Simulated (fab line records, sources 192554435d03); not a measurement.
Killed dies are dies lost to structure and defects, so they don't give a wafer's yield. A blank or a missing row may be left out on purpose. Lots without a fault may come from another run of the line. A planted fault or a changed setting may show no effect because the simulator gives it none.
Chamber matching | flow n5_finfet | N5_FIN_SAQP_MANDREL1_REMOVE_56 on rie_si-06: 4 sister chambers
The step chemistry HBr/Cl2/O2, target a-Si, stops on SiNx, bt time 10 s. 8 wafers are shown with their chamber, then 7 later ones without.

WAFERS WITH THEIR CHAMBER
wafer  | chamber | throttle_valve_pct (%) | drypump_motor_current_A (A)
L077.6 | 2       | 36.3                   | 6.4
L085.2 | 2       | 36.3                   | 6.4
L085.3 | 0       | 36.9                   | 6.5
L086.2 | 3       | 36.1                   | 6.1
L086.3 | 0       | 36.9                   | 6.5
L086.4 | 1       | 36.7                   | 6.4
L087.1 | 3       | 36.1                   | 6.0
L087.2 | 1       | 36.8                   | 6.4

WAFERS WITHOUT THEIR CHAMBER
wafer  | throttle_valve_pct (%) | drypump_motor_current_A (A)
L087.6 | 36.1                   | 6.0
L092.4 | 36.9                   | 6.5
L092.5 | 36.2                   | 6.0
L092.6 | 36.3                   | 6.3
L093.1 | 36.1                   | 6.0
L093.2 | 36.9                   | 6.5
L093.4 | 36.8                   | 6.4

WHICH CHAMBER EACH WENT THROUGH
wafer  | from the rows above | in truth
L087.6 | 3                   | 3
L092.4 | 0                   | 0
L092.5 | 3                   | 3
L092.6 | 2                   | 2
L093.1 | 3                   | 3
L093.2 | 0                   | 0
L093.4 | 1                   | 1
Placed correctly: 7 of 7. Can't be placed from these rows: 0. Placed wrongly: 0.
How it was worked out, from the rows above alone: a wafer's distance from a chamber is the root of the sum, over the readings, of the square of ((its reading less the chamber's mean) divided by the reading's scatter). The wafer belongs to the nearest chamber; if the next one is less than 2 further off, it can't be placed. A chamber's mean is the mean of its shown wafers. The scatter: the root of (the sum of the squares of (reading less its chamber's mean) over the shown wafers, divided by (wafers less chambers)).
